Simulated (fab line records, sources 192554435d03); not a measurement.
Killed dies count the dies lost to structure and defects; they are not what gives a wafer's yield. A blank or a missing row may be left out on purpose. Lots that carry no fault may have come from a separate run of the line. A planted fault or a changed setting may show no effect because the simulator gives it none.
fab line records -- flow n5-finfet
record lots=24, wafers=72, last-day=17
route steps=1938 shown BEOL_M4@1082 BEOL_M5@1160
lots untouched by any fault: they come from a run of this same line in which no faults occurred
start-h: start of the lot's first displayed wafer, in hours after the record's first day -- wait-h: time in hours since the lot's previous step -- " same as the row above -- L1.1+2: one row covering several wafers at once -- - no value present, or no start provided -- * or withheld: withheld -- < > ~ a bound
route shown NAME@n: a module of which the file shows steps, and the number in the route of the first -- usual: mean/standard deviation of fault-free wafers -- same: alike in all rows -- chamber/n: place in a boat -- sites: per-site readings -- _std_site: the values' standard deviation -- _edge_site: inner sites' mean taken away from outer sites' mean -- radius-mm: how far each site lies from the wafer's centre -- mask NAME#n: copy n -- behind: the most recent tool/chamber to have shaped the wafer -- hold: why the lot was held/for how many hours/how that ended -- device: names the non-switching transistor (n, p or np) -- end of line: the route-end tests of the same wafers -- a step without rows: its recipe alone -- killed: count of dies lost to structure and defects at first sort (not the wafer's yield) -- map: a wafer's dies, marking killed ones x, the rest . and places with no die _
set.NAME: the run value of the setting; set.NAME@STEP: its run value at that earlier step -- model.NAME: the simulator's own value behind a step, which no gauge read
the route's steps for a sample of lots (tables are steps, rows are wafers)
services: from which hour (start-h, from the record's first day; less than 0 if before it) a tool's chamber was out of use, for how many hours, and why
## steps
# step N5_BEOL_M4_SURFACE_TREAT_85
# recipe gas=Ar, time-s=*, ion-energy-ev=*, ion-current-ma-cm2=0.5, pressure-mtorr=*, ar-flow-sccm=30
# usual throttle-valve-pct=*
lot.wafer,tool,chamber,start-h,wait-h,throttle-valve-pct
L074.2,pvd-sputter-03,-,164.88,0.3,*
L074.5,pvd-sputter-03,-,164.88,0.3,*
L074.6,pvd-sputter-03,-,164.88,0.3,*
L077.1,pvd-sputter-03,-,169.96,0.2,*
L077.3,pvd-sputter-03,-,169.96,0.2,*
L077.5,pvd-sputter-03,-,169.96,0.2,*
L075.3,pvd-sputter-03,-,170.04,0.2,*
L075.4,pvd-sputter-03,-,170.04,0.2,*
L075.5,pvd-sputter-03,-,170.04,0.2,*
L076.2,pvd-sputter-02,-,174.82,0.1,*
L076.4,pvd-sputter-02,-,174.82,0.1,*
L076.6,pvd-sputter-02,-,174.82,0.1,*
L079.1,pvd-sputter-02,-,196.15,0.2,*
L079.4,pvd-sputter-02,-,196.15,0.2,*
L079.6,pvd-sputter-02,-,196.15,0.2,*
L080.1,pvd-sputter-03,-,198.46,0.1,*
L080.3,pvd-sputter-03,-,198.46,0.1,*
L080.6,pvd-sputter-03,-,198.46,0.1,*
L078.1,pvd-sputter-01,-,199.71,0.1,*
L078.3,pvd-sputter-01,-,199.71,0.1,*
L078.6,pvd-sputter-01,-,199.71,0.1,*
L081.1,pvd-sputter-03,-,202.27,0.2,*
L081.4,pvd-sputter-03,-,202.27,0.2,*
L081.6,pvd-sputter-03,-,202.27,0.2,*
L082.1,pvd-sputter-02,-,203.29,0.2,*
L082.4,pvd-sputter-02,-,203.29,0.2,*
L082.6,pvd-sputter-02,-,203.29,0.2,*
L083.1,pvd-sputter-03,-,206.87,0.1,*
L083.2,pvd-sputter-03,-,206.87,0.1,*
L083.4,pvd-sputter-03,-,206.87,0.1,*
L084.3,pvd-sputter-03,-,211.73,0.4,*
L084.5,pvd-sputter-03,-,211.73,0.4,*
L084.6,pvd-sputter-03,-,211.73,0.4,*
L085.2,pvd-sputter-02,-,230.65,0.2,*
L085.4,pvd-sputter-02,-,230.65,0.2,*
L085.6,pvd-sputter-02,-,230.65,0.2,*
L086.1,pvd-sputter-03,-,234.00,0.1,*
L086.2,pvd-sputter-03,-,234.00,0.1,*
L086.4,pvd-sputter-03,-,234.00,0.1,*
L087.2,pvd-sputter-01,-,243.47,0.2,*
L087.5,pvd-sputter-01,-,243.47,0.2,*
L087.6,pvd-sputter-01,-,243.47,0.2,*
L088.2,pvd-sputter-01,-,248.57,0.2,*
L088.3,pvd-sputter-01,-,248.57,0.2,*
L088.5,pvd-sputter-01,-,248.57,0.2,*
L090.1,pvd-sputter-01,-,252.55,0.1,*
L090.3,pvd-sputter-01,-,252.55,0.1,*
L090.6,pvd-sputter-01,-,252.55,0.1,*
L089.2,pvd-sputter-03,-,259.43,0.1,*
L089.3,pvd-sputter-03,-,259.43,0.1,*
L089.6,pvd-sputter-03,-,259.43,0.1,*
L091.4,pvd-sputter-03,-,265.23,0.2,*
L091.5,pvd-sputter-03,-,265.23,0.2,*
L091.6,pvd-sputter-03,-,265.23,0.2,*
L092.1,pvd-sputter-03,-,267.91,0.4,*
L092.4,pvd-sputter-03,-,267.91,0.4,*
L092.6,pvd-sputter-03,-,267.91,0.4,*
L093.1,pvd-sputter-02,-,277.94,0.1,*
L093.4,pvd-sputter-02,-,277.94,0.1,*
L093.5,pvd-sputter-02,-,277.94,0.1,*
L094.2,pvd-sputter-03,-,283.13,0.2,*
L094.3,pvd-sputter-03,-,283.13,0.2,*
L094.4,pvd-sputter-03,-,283.13,0.2,*
L095.1,pvd-sputter-01,-,286.08,0.2,*
L095.3,pvd-sputter-01,-,286.08,0.2,*
L095.4,pvd-sputter-01,-,286.08,0.2,*
L096.2,pvd-sputter-02,-,298.38,0.2,*
L096.3,pvd-sputter-02,-,298.38,0.2,*
L096.6,pvd-sputter-02,-,298.38,0.2,*
L097.1,pvd-sputter-03,-,303.18,0.2,*
L097.4,pvd-sputter-03,-,303.18,0.2,*
L097.5,pvd-sputter-03,-,303.18,0.2,*
# step N5_BEOL_M5_TRENCH_ETCH_37
# recipe chemistry=C4F6/O2, target-depth-a=716.52, target=SiCOH_lowk, time-s=24.7, ion-energy-ev=250, pressure-mtorr=30, source-w=345, bias-w=185, Ar_flow_sccm=300, C4F6_flow_sccm=10, O2_flow_sccm=10
# usual drypump-motor-current-A=5.8/0.65, oes-product-au=0.80/0.098, rf-vpp-V=663/6.5, showerhead-plenum-p-Torr=2.83/0.11, throttle-valve-pct=20.90/0.18
lot.wafer,tool,chamber,start-h,wait-h,drypump-motor-current-A,oes-product-au,rf-hours-counter-h,rf-vpp-V,showerhead-plenum-p-Torr,throttle-valve-pct
L074.2,rie-diel-05,1,-,-,6.0,0.67,248,671,2.79,21.13
L074.5,rie-diel-05,2,-,-,6.2,0.72,-,658,2.72,21.01
L074.6,rie-diel-05,1,-,-,6.0,0.68,-,673,2.79,21.12
L075.3,rie-diel-05,2,-,-,6.2,0.72,172,658,2.72,21.01
L075.4,rie-diel-05,3,-,-,6.8,0.78,144,654,2.75,21.00
L075.5,rie-diel-05,1,-,-,6.0,0.67,-,672,2.79,21.10
L077.1,rie-diel-01,2,-,-,6.4,0.73,183,663,2.94,21.23
L077.3,rie-diel-01,1,-,-,5.8,0.91,30,669,3.02,20.70
L077.5,rie-diel-01,1,-,-,5.8,0.91,-,670,3.02,20.68
L076.2,rie-diel-01,0,-,-,6.0,0.69,250,668,2.91,21.07
L076.4,rie-diel-01,1,-,-,5.8,0.92,-,668,3.01,20.72
L076.6,rie-diel-01,2,-,-,6.3,0.74,-,663,2.94,21.24
L079.1,rie-diel-05,3,-,-,6.8,0.77,154,652,2.75,21.01
L079.4,rie-diel-05,2,-,-,6.2,0.70,182,659,2.72,21.02
L079.6,rie-diel-05,0,-,-,4.7,0.85,-,657,2.79,20.75
L080.1,rie-diel-05,0,-,-,4.7,0.85,48,658,2.79,20.76
L080.3,rie-diel-05,2,-,-,6.2,0.71,183,657,2.72,21.03
L080.6,rie-diel-05,1,-,-,6.0,0.98,-,673,2.79,20.79
L078.1,rie-diel-05,2,-,-,6.2,0.70,184,658,2.72,21.03
L078.3,rie-diel-05,3,-,-,6.8,0.77,156,653,2.74,21.01
L078.6,rie-diel-05,1,-,-,6.0,0.99,-,672,2.79,20.79
L081.1,rie-diel-05,1,-,-,6.0,0.96,3,671,2.79,20.79
L081.4,rie-diel-05,2,-,-,6.2,0.70,185,657,2.72,21.02
L081.6,rie-diel-05,3,-,-,6.8,0.75,-,653,2.74,21.01
L082.1,rie-diel-01,3,-,-,4.9,0.96,5,662,2.93,20.61
L082.4,rie-diel-01,2,-,-,6.3,0.74,-,661,2.94,21.25
L082.6,rie-diel-01,3,-,-,4.9,0.96,-,663,2.93,20.60
L083.1,rie-diel-01,2,-,-,6.3,0.74,197,662,2.94,21.27
L083.2,rie-diel-01,3,-,-,4.9,0.97,7,661,2.93,20.60
L083.4,rie-diel-01,2,-,-,6.4,0.73,-,661,2.94,21.26
L084.3,rie-diel-03,2,-,-,5.2,0.74,162,662,2.94,20.76
L084.5,rie-diel-03,3,-,-,5.2,0.76,-,661,2.63,20.72
L084.6,rie-diel-03,0,-,-,5.4,0.69,-,671,2.92,20.82
L085.2,rie-diel-01,2,-,-,6.4,0.72,204,662,2.93,21.28
L085.4,rie-diel-01,0,-,-,6.0,1.00,4,668,2.91,20.77
L085.6,rie-diel-01,2,-,-,6.4,0.73,-,661,2.93,21.28
L086.1,rie-diel-03,3,-,-,5.2,0.76,142,659,2.63,20.73
L086.2,rie-diel-03,1,-,-,5.4,0.74,192,671,2.94,20.80
L086.4,rie-diel-03,2,-,-,5.1,0.73,170,663,2.94,20.78
L087.2,rie-diel-03,1,-,-,5.4,0.73,196,671,2.94,20.81
L087.5,rie-diel-03,3,-,-,5.2,0.76,-,660,2.63,20.72
L087.6,rie-diel-03,1,-,-,5.5,0.72,-,669,2.94,20.81
L088.2,rie-diel-05,2,-,-,6.2,0.70,199,658,2.71,21.06
L088.3,rie-diel-05,0,-,-,4.7,0.84,64,658,2.78,20.80
L088.5,rie-diel-05,2,-,-,6.2,0.69,-,657,2.71,21.03
L090.1,rie-diel-03,3,-,-,5.2,0.74,150,660,2.63,20.74
L090.3,rie-diel-03,1,-,-,5.5,0.72,200,670,2.94,20.81
L090.6,rie-diel-03,3,-,-,5.2,0.75,-,662,2.63,20.74
L089.2,rie-diel-01,0,-,-,6.0,0.97,15,667,2.90,20.76
L089.3,rie-diel-01,3,-,-,4.9,0.92,24,663,2.92,20.66
L089.6,rie-diel-01,0,-,-,6.0,0.96,-,667,2.90,20.77
L091.4,rie-diel-01,0,-,-,6.0,0.97,17,667,2.90,20.76
L091.5,rie-diel-01,0,-,-,6.0,0.96,-,665,2.90,20.76
L091.6,rie-diel-01,1,-,-,5.8,0.87,-,666,3.00,20.74
L092.1,rie-diel-05,3,-,-,6.8,0.74,176,653,2.74,21.05
L092.4,rie-diel-05,1,-,-,6.0,0.90,22,672,2.78,20.83
L092.6,rie-diel-05,3,-,-,6.7,0.74,-,652,2.74,21.05
L093.1,rie-diel-05,3,-,-,6.8,0.74,178,652,2.74,21.05
L093.4,rie-diel-05,0,-,-,4.7,0.83,71,657,2.78,20.80
L093.5,rie-diel-05,2,-,-,6.2,0.69,-,659,2.71,21.06
L094.2,rie-diel-05,2,-,-,6.2,0.69,209,659,2.71,21.07
L094.3,rie-diel-05,3,-,-,6.8,0.75,181,653,2.73,21.06
L094.4,rie-diel-05,0,-,-,4.7,0.83,73,657,2.77,20.81
L095.1,rie-diel-05,1,-,-,6.0,0.90,29,672,2.78,20.83
L095.3,rie-diel-05,2,-,-,6.2,0.69,211,657,2.71,21.06
L095.4,rie-diel-05,0,-,-,4.7,0.83,75,657,2.77,20.80
L096.2,rie-diel-05,0,-,-,4.7,0.82,77,656,2.77,20.81
L096.3,rie-diel-05,2,-,-,6.2,0.69,214,658,2.71,21.07
L096.6,rie-diel-05,3,-,-,6.8,0.74,-,653,2.73,21.06
L097.1,rie-diel-05,1,-,-,6.0,0.88,32,671,2.78,20.83
L097.4,rie-diel-05,0,-,-,4.7,0.82,80,657,2.77,20.79
L097.5,rie-diel-05,2,-,-,6.2,0.69,-,657,2.70,21.07
# step N5_BEOL_M5_CD_MEAS_35
# recipe target-cd-nm=28, target-cd-y-nm=24, polarity=opening
# usual cd-nm=28.00/0.29
lot.wafer,tool,chamber,start-h,wait-h,cd-nm
L074.2,cd-sem-03,-,173.94,0.0,28.26
L074.5,cd-sem-03,-,173.94,0.0,28.03
L074.6,cd-sem-03,-,173.94,0.0,28.22
L075.3,cd-sem-03,-,178.41,0.0,27.76
L075.4,cd-sem-03,-,178.41,0.0,27.98
L075.5,cd-sem-03,-,178.41,0.0,27.71
L077.1,cd-sem-02,-,178.43,0.0,28.18
L077.3,cd-sem-02,-,178.43,0.0,28.21
L077.5,cd-sem-02,-,178.43,0.0,27.73
L076.2,cd-sem-02,-,184.28,0.0,28.26
L076.4,cd-sem-02,-,184.28,0.0,28.23
L076.6,cd-sem-02,-,184.28,0.0,28.19
L079.1,cd-sem-01,-,204.18,0.0,27.42
L079.4,cd-sem-01,-,204.18,0.0,27.85
L079.6,cd-sem-01,-,204.18,0.0,27.62
L080.1,cd-sem-03,-,205.84,0.0,27.81
L080.3,cd-sem-03,-,205.84,0.0,27.77
L080.6,cd-sem-03,-,205.84,0.0,28.05
L078.1,cd-sem-03,-,210.99,0.0,28.34
L078.3,cd-sem-03,-,210.99,0.0,28.55
L078.6,cd-sem-03,-,210.99,0.0,28.04
L081.1,cd-sem-01,-,213.01,0.0,27.75
L081.4,cd-sem-01,-,213.01,0.0,27.81
L081.6,cd-sem-01,-,213.01,0.0,27.35
L082.1,cd-sem-03,-,213.70,0.0,27.95
L082.4,cd-sem-03,-,213.70,0.0,28.24
L082.6,cd-sem-03,-,213.70,0.0,28.31
L083.1,cd-sem-03,-,217.80,0.0,27.69
L083.2,cd-sem-03,-,217.80,0.0,27.89
L083.4,cd-sem-03,-,217.80,0.0,27.90
L084.3,cd-sem-01,-,220.21,0.0,28.46
L084.5,cd-sem-01,-,220.21,0.0,27.95
L084.6,cd-sem-01,-,220.21,0.0,27.95
L085.2,cd-sem-01,-,238.89,0.0,27.81
L085.4,cd-sem-01,-,238.89,0.0,27.92
L085.6,cd-sem-01,-,238.89,0.0,28.00
L086.1,cd-sem-01,-,241.95,0.0,27.98
L086.2,cd-sem-01,-,241.95,0.0,28.16
L086.4,cd-sem-01,-,241.95,0.0,28.30
L087.2,cd-sem-02,-,253.02,0.0,28.17
L087.5,cd-sem-02,-,253.02,0.0,28.46
L087.6,cd-sem-02,-,253.02,0.0,27.73
L088.2,cd-sem-01,-,259.53,0.0,28.69
L088.3,cd-sem-01,-,259.53,0.0,28.64
L088.5,cd-sem-01,-,259.53,0.0,28.30
L090.1,cd-sem-02,-,262.55,0.0,28.10
L090.3,cd-sem-02,-,262.55,0.0,28.27
L090.6,cd-sem-02,-,262.55,0.0,27.82
L089.2,cd-sem-01,-,268.93,0.0,27.71
L089.3,cd-sem-01,-,268.93,0.0,27.83
L089.6,cd-sem-01,-,268.93,0.0,28.36
L091.4,cd-sem-01,-,274.19,0.0,28.38
L091.5,cd-sem-01,-,274.19,0.0,28.32
L091.6,cd-sem-01,-,274.19,0.0,28.07
L092.1,cd-sem-01,-,277.74,0.0,27.56
L092.4,cd-sem-01,-,277.74,0.0,28.18
L092.6,cd-sem-01,-,277.74,0.0,28.08
L093.1,cd-sem-01,-,285.41,0.0,27.61
L093.4,cd-sem-01,-,285.41,0.0,27.64
L093.5,cd-sem-01,-,285.41,0.0,27.84
L094.2,cd-sem-01,-,292.14,0.0,27.77
L094.3,cd-sem-01,-,292.14,0.0,28.03
L094.4,cd-sem-01,-,292.14,0.0,28.20
L095.1,cd-sem-02,-,297.29,0.0,27.71
L095.3,cd-sem-02,-,297.29,0.0,27.34
L095.4,cd-sem-02,-,297.29,0.0,28.16
L096.2,cd-sem-01,-,305.92,0.0,27.61
L096.3,cd-sem-01,-,305.92,0.0,28.20
L096.6,cd-sem-01,-,305.92,0.0,27.81
L097.1,cd-sem-01,-,312.38,0.0,27.79
L097.4,cd-sem-01,-,312.38,0.0,27.99
L097.5,cd-sem-01,-,312.38,0.0,28.09
# step N5_BEOL_M5_SURFACE_TREAT_87
# recipe gas=Ar, time-s=*, ion-energy-ev=*, ion-current-ma-cm2=0.5, pressure-mtorr=*, ar-flow-sccm=30
# usual throttle-valve-pct=*
lot.wafer,tool,chamber,start-h,wait-h,throttle-valve-pct
L074.2,pvd-sputter-02,-,174.78,0.2,*
L074.5,pvd-sputter-02,-,174.78,0.2,*
L074.6,pvd-sputter-02,-,174.78,0.2,*
L075.3,pvd-sputter-02,-,179.77,0.3,*
L075.4,pvd-sputter-02,-,179.77,0.3,*
L075.5,pvd-sputter-02,-,179.77,0.3,*
L077.1,pvd-sputter-03,-,179.78,0.2,*
L077.3,pvd-sputter-03,-,179.78,0.2,*
L077.5,pvd-sputter-03,-,179.78,0.2,*
L076.2,pvd-sputter-03,-,185.20,0.1,*
L076.4,pvd-sputter-03,-,185.20,0.1,*
L076.6,pvd-sputter-03,-,185.20,0.1,*
L079.1,pvd-sputter-02,-,205.45,0.2,*
L079.4,pvd-sputter-02,-,205.45,0.2,*
L079.6,pvd-sputter-02,-,205.45,0.2,*
L080.1,pvd-sputter-03,-,206.73,0.1,*
L080.3,pvd-sputter-03,-,206.73,0.1,*
L080.6,pvd-sputter-03,-,206.73,0.1,*
L078.1,pvd-sputter-01,-,211.80,0.1,*
L078.3,pvd-sputter-01,-,211.80,0.1,*
L078.6,pvd-sputter-01,-,211.80,0.1,*
L081.1,pvd-sputter-01,-,214.23,0.1,*
L081.4,pvd-sputter-01,-,214.23,0.1,*
L081.6,pvd-sputter-01,-,214.23,0.1,*
L082.1,pvd-sputter-03,-,215.40,0.7,*
L082.4,pvd-sputter-03,-,215.40,0.7,*
L082.6,pvd-sputter-03,-,215.40,0.7,*
L083.1,pvd-sputter-02,-,218.89,0.2,*
L083.2,pvd-sputter-02,-,218.89,0.2,*
L083.4,pvd-sputter-02,-,218.89,0.2,*
L084.3,pvd-sputter-02,-,221.45,0.1,*
L084.5,pvd-sputter-02,-,221.45,0.1,*
L084.6,pvd-sputter-02,-,221.45,0.1,*
L085.2,pvd-sputter-02,-,239.66,0.2,*
L085.4,pvd-sputter-02,-,239.66,0.2,*
L085.6,pvd-sputter-02,-,239.66,0.2,*
L086.1,pvd-sputter-01,-,243.39,0.3,*
L086.2,pvd-sputter-01,-,243.39,0.3,*
L086.4,pvd-sputter-01,-,243.39,0.3,*
L087.2,pvd-sputter-03,-,253.88,0.1,*
L087.5,pvd-sputter-03,-,253.88,0.1,*
L087.6,pvd-sputter-03,-,253.88,0.1,*
L088.2,pvd-sputter-03,-,260.54,0.2,*
L088.3,pvd-sputter-03,-,260.54,0.2,*
L088.5,pvd-sputter-03,-,260.54,0.2,*
L090.1,pvd-sputter-01,-,264.25,0.4,*
L090.3,pvd-sputter-01,-,264.25,0.4,*
L090.6,pvd-sputter-01,-,264.25,0.4,*
L089.2,pvd-sputter-03,-,269.73,0.2,*
L089.3,pvd-sputter-03,-,269.73,0.2,*
L089.6,pvd-sputter-03,-,269.73,0.2,*
L091.4,pvd-sputter-01,-,275.05,0.2,*
L091.5,pvd-sputter-01,-,275.05,0.2,*
L091.6,pvd-sputter-01,-,275.05,0.2,*
L092.1,pvd-sputter-02,-,278.62,0.2,*
L092.4,pvd-sputter-02,-,278.62,0.2,*
L092.6,pvd-sputter-02,-,278.62,0.2,*
L093.1,pvd-sputter-02,-,287.58,1.0,*
L093.4,pvd-sputter-02,-,287.58,1.0,*
L093.5,pvd-sputter-02,-,287.58,1.0,*
L094.2,pvd-sputter-02,-,293.02,0.2,*
L094.3,pvd-sputter-02,-,293.02,0.2,*
L094.4,pvd-sputter-02,-,293.02,0.2,*
L095.1,pvd-sputter-01,-,298.13,0.2,*
L095.3,pvd-sputter-01,-,298.13,0.2,*
L095.4,pvd-sputter-01,-,298.13,0.2,*
L096.2,pvd-sputter-03,-,308.04,0.2,*
L096.3,pvd-sputter-03,-,308.04,0.2,*
L096.6,pvd-sputter-03,-,308.04,0.2,*
L097.1,pvd-sputter-01,-,313.08,0.1,*
L097.4,pvd-sputter-01,-,313.08,0.1,*
L097.5,pvd-sputter-01,-,313.08,0.1,*
# step N5_BEOL_M5_ANNEAL_82
# recipe temp-c=400, time-s=1800, ambient=vacuum
# usual heater-power-w=849/86
lot.wafer,tool,chamber,start-h,wait-h,heater-power-w
L074.2,pvd-sputter-02,-,176.21,0.0,980
L074.5,pvd-sputter-02,-,176.21,0.0,828
L074.6,pvd-sputter-02,-,176.21,0.0,738
L075.3,pvd-sputter-03,-,181.22,0.0,959
L075.4,pvd-sputter-03,-,181.22,0.0,778
L075.5,pvd-sputter-03,-,181.22,0.0,887
L077.1,pvd-sputter-01,-,181.35,0.0,932
L077.3,pvd-sputter-01,-,181.35,0.0,798
L077.5,pvd-sputter-01,-,181.35,0.0,805
L076.2,pvd-sputter-02,-,186.59,0.0,968
L076.4,pvd-sputter-02,-,186.59,0.0,770
L076.6,pvd-sputter-02,-,186.59,0.0,761
L079.1,pvd-sputter-02,-,206.88,0.0,997
L079.4,pvd-sputter-02,-,206.88,0.0,886
L079.6,pvd-sputter-02,-,206.88,0.0,791
L080.1,pvd-sputter-03,-,208.13,0.0,774
L080.3,pvd-sputter-03,-,208.13,0.0,741
L080.6,pvd-sputter-03,-,208.13,0.0,864
L078.1,pvd-sputter-02,-,213.27,0.0,984
L078.3,pvd-sputter-02,-,213.27,0.0,811
L078.6,pvd-sputter-02,-,213.27,0.0,974
L081.1,pvd-sputter-01,-,215.66,0.0,910
L081.4,pvd-sputter-01,-,215.66,0.0,728
L081.6,pvd-sputter-01,-,215.66,0.0,945
L082.1,pvd-sputter-03,-,216.81,0.0,780
L082.4,pvd-sputter-03,-,216.81,0.0,984
L082.6,pvd-sputter-03,-,216.81,0.0,867
L083.1,pvd-sputter-01,-,220.48,0.0,818
L083.2,pvd-sputter-01,-,220.48,0.0,943
L083.4,pvd-sputter-01,-,220.48,0.0,945
L084.3,pvd-sputter-03,-,223.01,0.0,750
L084.5,pvd-sputter-03,-,223.01,0.0,965
L084.6,pvd-sputter-03,-,223.01,0.0,749
L085.2,pvd-sputter-03,-,241.05,0.0,950
L085.4,pvd-sputter-03,-,241.05,0.0,900
L085.6,pvd-sputter-03,-,241.05,0.0,774
L086.1,pvd-sputter-02,-,244.78,0.0,727
L086.2,pvd-sputter-02,-,244.78,0.0,795
L086.4,pvd-sputter-02,-,244.78,0.0,869
L087.2,pvd-sputter-03,-,255.45,0.0,748
L087.5,pvd-sputter-03,-,255.45,0.0,752
L087.6,pvd-sputter-03,-,255.45,0.0,958
L088.2,pvd-sputter-03,-,261.97,0.0,960
L088.3,pvd-sputter-03,-,261.97,0.0,889
L088.5,pvd-sputter-03,-,261.97,0.0,872
L090.1,pvd-sputter-01,-,265.66,0.0,801
L090.3,pvd-sputter-01,-,265.66,0.0,943
L090.6,pvd-sputter-01,-,265.66,0.0,921
L089.2,pvd-sputter-02,-,271.25,0.0,933
L089.3,pvd-sputter-02,-,271.25,0.0,900
L089.6,pvd-sputter-02,-,271.25,0.0,909
L091.4,pvd-sputter-01,-,276.43,0.0,955
L091.5,pvd-sputter-01,-,276.43,0.0,947
L091.6,pvd-sputter-01,-,276.43,0.0,720
L092.1,pvd-sputter-01,-,280.90,0.0,931
L092.4,pvd-sputter-01,-,280.90,0.0,722
L092.6,pvd-sputter-01,-,280.90,0.0,908
L093.1,pvd-sputter-02,-,289.10,0.0,803
L093.4,pvd-sputter-02,-,289.10,0.0,759
L093.5,pvd-sputter-02,-,289.10,0.0,974
L094.2,pvd-sputter-01,-,294.63,0.0,815
L094.3,pvd-sputter-01,-,294.63,0.0,731
L094.4,pvd-sputter-01,-,294.63,0.0,953
L095.1,pvd-sputter-03,-,299.56,0.0,886
L095.3,pvd-sputter-03,-,299.56,0.0,746
L095.4,pvd-sputter-03,-,299.56,0.0,981
L096.2,pvd-sputter-03,-,309.43,0.0,733
L096.3,pvd-sputter-03,-,309.43,0.0,765
L096.6,pvd-sputter-03,-,309.43,0.0,761
L097.1,pvd-sputter-01,-,314.47,0.0,744
L097.4,pvd-sputter-01,-,314.47,0.0,950
L097.5,pvd-sputter-01,-,314.47,0.0,823
# step N5_BEOL_M5_CO_CAP_78
# recipe material=Co, target-thk-a=20, temp-c=200, precursor=CCTBA/H2, pressure-torr=30, time-s=102.1
# usual heater-power-w=227/29
lot.wafer,tool,chamber,start-h,wait-h,heater-power-w
L074.2,cvd-co-02,1,180.34,0.0,204
L074.5,cvd-co-02,1,180.34,0.0,208
L074.6,cvd-co-02,0,180.34,0.0,222
L075.3,cvd-co-02,1,185.27,0.0,203
L075.4,cvd-co-02,2,185.27,0.0,281
L075.5,cvd-co-02,1,185.27,0.0,208
L077.1,cvd-co-01,1,185.72,0.0,196
L077.3,cvd-co-01,0,185.72,0.0,214
L077.5,cvd-co-01,2,185.72,0.0,215
L076.2,cvd-co-01,2,190.65,0.0,213
L076.4,cvd-co-01,1,190.65,0.0,203
L076.6,cvd-co-01,0,190.65,0.0,220
L079.1,cvd-co-02,0,210.93,0.0,219
L079.4,cvd-co-02,1,210.93,0.0,205
L079.6,cvd-co-02,2,210.93,0.0,276
L080.1,cvd-co-02,0,212.18,0.0,223
L080.3,cvd-co-02,1,212.18,0.0,205
L080.6,cvd-co-02,2,212.18,0.0,275
L078.1,cvd-co-02,0,217.32,0.0,216
L078.3,cvd-co-02,1,217.32,0.0,209
L078.6,cvd-co-02,0,217.32,0.0,218
L081.1,cvd-co-02,2,219.71,0.0,286
L081.4,cvd-co-02,0,219.71,0.0,222
L081.6,cvd-co-02,2,219.71,0.0,283
L082.1,cvd-co-01,2,220.86,0.0,210
L082.4,cvd-co-01,2,220.86,0.0,215
L082.6,cvd-co-01,1,220.86,0.0,192
L083.1,cvd-co-02,2,224.54,0.0,283
L083.2,cvd-co-02,0,224.54,0.0,217
L083.4,cvd-co-02,2,224.54,0.0,273
L084.3,cvd-co-02,2,230.76,0.0,277
L084.5,cvd-co-02,2,230.76,0.0,278
L084.6,cvd-co-02,1,230.76,0.0,208
L085.2,cvd-co-02,2,245.18,0.0,282
L085.4,cvd-co-02,1,245.18,0.0,205
L085.6,cvd-co-02,2,245.18,0.0,270
L086.1,cvd-co-02,1,248.83,0.0,204
L086.2,cvd-co-02,0,248.83,0.0,225
L086.4,cvd-co-02,1,248.83,0.0,208
L087.2,cvd-co-02,1,259.72,0.0,206
L087.5,cvd-co-02,1,259.72,0.0,205
L087.6,cvd-co-02,0,259.72,0.0,226
L088.2,cvd-co-01,0,266.85,0.0,211
L088.3,cvd-co-01,2,266.85,0.0,220
L088.5,cvd-co-01,0,266.85,0.0,213
L090.1,cvd-co-01,2,269.73,0.0,215
L090.3,cvd-co-01,1,269.73,0.0,195
L090.6,cvd-co-01,1,269.73,0.0,195
L089.2,cvd-co-02,1,275.88,0.0,209
L089.3,cvd-co-02,2,275.88,0.0,274
L089.6,cvd-co-02,2,275.88,0.0,277
L091.4,cvd-co-02,2,280.52,0.0,276
L091.5,cvd-co-02,0,280.52,0.0,224
L091.6,cvd-co-02,1,280.52,0.0,205
L092.1,cvd-co-01,0,285.27,0.0,218
L092.4,cvd-co-01,2,285.27,0.0,222
L092.6,cvd-co-01,1,285.27,0.0,199
L093.1,cvd-co-02,1,293.16,0.0,205
L093.4,cvd-co-02,1,293.16,0.0,207
L093.5,cvd-co-02,0,293.16,0.0,225
L094.2,cvd-co-02,1,299.00,0.0,202
L094.3,cvd-co-02,0,299.00,0.0,220
L094.4,cvd-co-02,2,299.00,0.0,276
L095.1,cvd-co-01,0,303.67,0.0,213
L095.3,cvd-co-01,1,303.67,0.0,208
L095.4,cvd-co-01,0,303.67,0.0,213
L096.2,cvd-co-01,1,313.60,0.0,193
L096.3,cvd-co-01,2,313.60,0.0,216
L096.6,cvd-co-01,1,313.60,0.0,199
L097.1,cvd-co-02,0,318.52,0.0,223
L097.4,cvd-co-02,0,318.52,0.0,220
L097.5,cvd-co-02,2,318.52,0.0,287
## services
tool,chamber,start-h,hours,kind
cvd-co-02,2,164.82,8.4,repair
rie-diel-01,0,171.33,5.5,repair
rie-diel-01,3,177.07,-,clean
rie-diel-01,3,177.07,-,consumable-replace:focus-ring
rie-diel-01,3,177.07,20.5,scheduled-down
rie-diel-01,3,177.07,20.5,vent-cycle
rie-diel-05,1,180.70,-,clean
rie-diel-05,1,180.70,-,consumable-replace:focus-ring
rie-diel-01,0,197.61,-,clean
rie-diel-01,0,197.61,-,consumable-replace:focus-ring
rie-diel-01,0,197.61,26.5,scheduled-down
rie-diel-01,0,197.61,26.5,vent-cycle
rie-diel-01,-,202.49,2.8,pm
cvd-co-01,0,240.44,2.5,repair
rie-diel-01,2,247.19,13.3,repair
rie-diel-03,2,251.67,11.3,repair
rie-diel-03,0,263.00,-,clean
rie-diel-03,0,263.00,-,consumable-replace:focus-ring
rie-diel-03,0,263.00,18.7,scheduled-down
rie-diel-03,0,263.00,18.7,vent-cycle
rie-diel-01,2,276.08,10.4,repair
rie-diel-03,1,291.76,7.9,repair
cvd-co-01,2,304.49,1.7,repair
## key
fault none
